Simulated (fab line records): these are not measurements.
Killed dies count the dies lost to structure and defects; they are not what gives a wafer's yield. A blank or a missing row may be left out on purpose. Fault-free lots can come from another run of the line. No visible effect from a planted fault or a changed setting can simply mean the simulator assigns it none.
Matching of chambers	flow nand-harc	NHARC_P_BONDPAD_CMP_19 on cmp-01: 4 sister chambers
The step polishes, t overpolish 30 s, cu recess touch 16 s, target thk 160.81 nm. 16 wafers are shown with their chamber, then 8 later ones without.

WAFERS, EACH WITH ITS CHAMBER
wafer	chamber	motor-current-A (A)	overpolish-run-s (s)
L075.1	1	11.7	30.009
L075.4	0	12.5	30.012
L075.6	0	13.3	29.996
L076.3	0	13.2	30.012
L076.4	1	12.0	30.006
L076.5	0	13.0	30.002
L082.1	2	12.9	29.999
L082.2	0	12.7	30.008
L082.4	3	10.2	30.006
L084.4	3	9.5	30.004
L084.5	0	13.7	29.994
L084.6	3	9.6	29.992
L088.1	3	10.6	30.020
L088.3	1	11.9	29.996
L088.5	2	12.5	30.009
L089.1	0	13.5	29.993

SIGNATURES, as means of the wafers listed above
reading	chamber 0	chamber 1	chamber 2	chamber 3	scatter within a chamber
motor-current-A	13.129	11.867	12.700	9.975	0.411
overpolish-run-s	30.00243	30.00367	30.00400	30.00550	0.00891
Rule: for each reading, subtract the chamber's mean from the wafer's reading, divide by that reading's scatter and square the result; add these up over the readings and take the root, which gives the wafer's distance from the chamber. If the next closest chamber is less than 2 further off than the closest, the wafer can't be placed; otherwise it belongs to the closest. The scatter is the square root of a quotient: the sum, over the shown wafers, of each reading's squared deviation from its chamber's mean, divided by wafers minus chambers.

WAFERS WITH NO CHAMBER GIVEN
wafer	motor-current-A (A)	overpolish-run-s (s)
L089.2	11.8	30.001
L089.6	12.5	29.992
L091.4	13.4	30.003
L091.5	12.8	29.988
L091.6	11.4	30.001
L095.3	13.0	29.997
L095.5	12.7	30.000
L095.6	10.3	30.001

THE CHAMBER EACH PASSED THROUGH
wafer	from the rows above	in truth
L089.2	can't be placed: 1 or 2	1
L089.6	can't be placed: 2 or 0 or 1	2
L091.4	can't be placed: 0 or 2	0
L091.5	can't be placed: 0 or 2 or 1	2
L091.6	1	1
L095.3	can't be placed: 0 or 2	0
L095.5	can't be placed: 2 or 0 or 1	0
L095.6	3	3
2 of 8 placed correctly. Unplaceable from these rows: 6, with the true chamber sitting among the candidates in 6. Placed wrongly: 0.
